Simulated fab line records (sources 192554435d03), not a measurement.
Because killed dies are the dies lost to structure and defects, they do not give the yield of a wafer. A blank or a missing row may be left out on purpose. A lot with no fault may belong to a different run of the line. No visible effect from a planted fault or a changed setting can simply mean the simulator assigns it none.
A struck lot beside a sound one ; flow n5-finfet ; 15 steps out of a route of 1938
Sound: these wafers, L866.2, L866.4, L866.6. Struck: wafers L871.3, L871.4, L871.6. Last of all comes the cause.
For every step that has rows: the tool of each side, followed by ch and its chambers, followed by its first start. Under that, the readings that differ: sound wafers ; struck wafers ; difference of the means ; sigmas: that difference in standard deviations of wafers without a fault.
alike: words and numbers the same on both sides, and readings whose means are apart by under 2 such deviations; not compared: readings that were withheld, readings missing a value for some wafer, numbers with overlapping values and no deviation given by the record, and bounds like >300 which may hide the same value.
The two part at a step that has a row with sigmas, a row that says differs or no value, or rows on one side only. Non-overlapping numbers with no deviation appear without sigmas and do not part them. A reading that every wafer of one side lacks parts them only if that side has two wafers or more.

N5_STI_FIN_REVEAL_INSPECT_13: inspects for defects (darkfield).
  struck on defect-inspect-02, day 6 00:35; sound on defect-inspect-02, day 4 20:52
  alike: raw-defect-count
then, 2 steps without rows for these wafers: N5_DUMMY_GATE_PRECLEAN_00 (cleans in O3/DIW, time 60 s); N5_DUMMY_GATE_SRD_01 (time 30 s).
N5_DUMMY_GATE_ALD_02: deposits SiO2, target thk 2 nm, pulse time 1 s.
  sound on ald-sin-03 ch 1,2,3, day 5 00:43; struck on ald-sin-01 ch 1,2,3, day 6 00:41
  alike: heater-power-w, precursor-pulse-height-rel
  not compared: since-wet-clean-h
then, 3 steps without rows for these wafers: N5_DUMMY_GATE_CVD_03 (deposits a-Si from SiH4, target thk 150 nm, time 8042 s); N5_DUMMY_GATE_PRECLEAN_46 (cleans in DIW, time 89.5 s); N5_DUMMY_GATE_SRD_47 (dry time 32 s).
N5_DUMMY_GATE_CMP_04: polishes a-Si.
  sound on cmp-03 ch 1,2, day 5 04:34; struck on cmp-04 ch 0,2,3, day 6 06:46
  alike: motor-current-A, slurry-filter-dp-kPa, time-to-endpoint-s
N5_DUMMY_GATE_THK_MEAS_05:
  struck on film-metro-01, day 6 07:00; sound on film-metro-02, day 5 04:48
  alike: thk-nm
then, 3 steps without rows for these wafers: N5_DUMMY_GATE_HM_DEP_06 (deposits SiNx from DCS/NH3, target thk 80 nm, time 5141 s); N5_DUMMY_GATE_PECVD_30 (deposits SiO2 from TEOS/O2, target thk 55 nm, time 10.8 s); N5_DUMMY_GATE_COAT_34 (time 60 s, resist thk 60 nm).
N5_DUMMY_GATE_COAT_35: time 60 s, resist thk 10 nm.
  sound on litho-track-02 ch 0, day 5 08:50; struck on litho-track-03 ch 0, day 6 11:02
reading;sound;struck;difference;sigmas
spin-speed-rpm (rpm);1500.9 1499.8 1498.8;1438.9 1438.6 1439.5;-60.8;-64
  alike: plate-temp-C
then, 1 step without rows for these wafers: N5_DUMMY_GATE_COAT_28 (time 60 s, resist thk 10 nm).
-- a jump in the record: the struck wafers' starts before and after are 6 days apart (it breaks off in module DUMMY_GATE and resumes in module BEOL_M4, where the first step shown is number 1111 of the route) --
N5_BEOL_M4_RC_MEAS_101:
  sound on prober-02 ch 0, day 12 03:14; struck on prober-01 ch 0, day 12 08:14
  alike: DIBL_N, DIBL_P, IOFF_N, IOFF_P, ION_N, ION_P, SS_N, SS_P, VT_N, VT_P

== WHERE THEY PART ==
Within this record, at N5_DUMMY_GATE_COAT_35 only. Later steps at which nothing parts them and some readings are alike: N5_BEOL_M4_RC_MEAS_101.

WHY: what had been put in by the simulator
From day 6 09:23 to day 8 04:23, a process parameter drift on litho-track-03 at N5_DUMMY_GATE_COAT_35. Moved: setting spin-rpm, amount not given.
